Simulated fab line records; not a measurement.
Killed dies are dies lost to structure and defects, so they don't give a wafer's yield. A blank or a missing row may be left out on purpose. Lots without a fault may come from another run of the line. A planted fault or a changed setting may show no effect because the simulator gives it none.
Split-lot study | flow n5_finfet | on a route of 1938 steps: 7 lots, 21 wafers read

## SPLIT DETAILS
At N5_WELL_APT_COAT_02 (resist thk 950 nm), the setting spin_rpm was moved away from the recipe's 1357 rpm on 7 of the 21 wafers read, by -10.2% to +6.7%. For the rest of the wafers, this setting stayed at what the recipe calls for.

The split's own step is where the reading is taken.

## THE READING
coat_of_WELL_APT_COAT_02.thk_nm (the simulator's own value, which no gauge read), in nm, at N5_WELL_APT_COAT_02 (resist thk 950 nm). The file does not state a usual value for it. The 14 wafers here that ran the recipe average 952.1 nm, standard deviation 2.4 nm.

wafer  | tool, chamber at the split | spin_rpm as run, rpm | against the recipe | coat_of_WELL_APT_COAT_02.thk_nm, nm | against lot-mates on the recipe
L079.1 | litho_track-03, 0          | 1357                 | recipe             | 952.7                               | -
L079.2 | litho_track-03, 0          | 1357                 | recipe             | 953.5                               | -
L079.5 | litho_track-03, 0          | 1357                 | recipe             | 954.2                               | -
L081.2 | litho_track-02, 0          | 1357                 | recipe             | 955.4                               | -
L081.3 | litho_track-02, 0          | 1357                 | recipe             | 956.4                               | -
L081.6 | litho_track-02, 0          | 1357                 | recipe             | 951.9                               | -
L083.4 | litho_track-04, 0          | 1268                 | -6.6%              | 982.8                               | +33.5
L083.5 | litho_track-04, 0          | 1357                 | recipe             | 949.8                               | -
L083.6 | litho_track-04, 0          | 1357                 | recipe             | 948.9                               | -
L089.1 | litho_track-04, 0          | 1219                 | -10.2%             | 1002                                | +48.7
L089.4 | litho_track-04, 0          | 1219                 | -10.2%             | 1001                                | +47.7
L089.6 | litho_track-04, 0          | 1357                 | recipe             | 953.3                               | -
L091.1 | litho_track-03, 0          | 1218                 | -10.2%             | 1002                                | +53.0
L091.3 | litho_track-03, 0          | 1357                 | recipe             | 949.5                               | -
L091.4 | litho_track-03, 0          | 1357                 | recipe             | 948.6                               | -
L094.1 | litho_track-03, 0          | 1448                 | +6.7%              | 923                                 | -30.2
L094.4 | litho_track-03, 0          | 1448                 | +6.7%              | 924                                 | -29.2
L094.6 | litho_track-03, 0          | 1357                 | recipe             | 953.2                               | -
L095.1 | litho_track-04, 0          | 1357                 | recipe             | 949.5                               | -
L095.3 | litho_track-04, 0          | 1357                 | recipe             | 952.5                               | -
L095.6 | litho_track-04, 0          | 1303                 | -4.0%              | 971.3                               | +20.3

FIT RESULTS
A straight line over all 21 wafers: coat_of_WELL_APT_COAT_02.thk_nm changes by -4.7 nm for each +1% of spin_rpm; r = -0.99; the points scatter about the line by 2.3 nm.
The same after taking each lot's own level away (the mean of its wafers on the recipe; 21 wafers): -4.79 nm for each +1%; r = -1.00; scatter 1.6 nm.
On that fit, the largest move of spin_rpm shifts the reading by 49 nm.
From 949.05 to 954.57 nm: that is the span of the lots' own levels, equal to 2.3 times the standard deviation above.
The two slopes are in agreement: the lot-to-lot level therefore moves the slope only a little.
Check: +48.6 nm against its lot-mates is what the line predicts for one of the wafers moved furthest among these (-10.2%) when that wafer is left out of the fit. Against them it came out at +53 nm.

## FURTHER SPLITS ON THESE WAFERS
Other splits were also applied to these wafers ahead of the reading. Each is held against what the fit with the lots' levels taken away leaves over:
other split on the same wafers  | wafers away from the commonest value | r with coat_of_WELL_APT_COAT_02.thk_nm (lot level and that fit taken away)
N5_ZERO_LAYER_EXPOSE_08 dose_mj | 6                                    | -0.27

## FILE'S OWN FIT
coat_of_WELL_APT_COAT_02.thk_nm changes by -4.91 nm for each +1% of spin_rpm, r = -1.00.
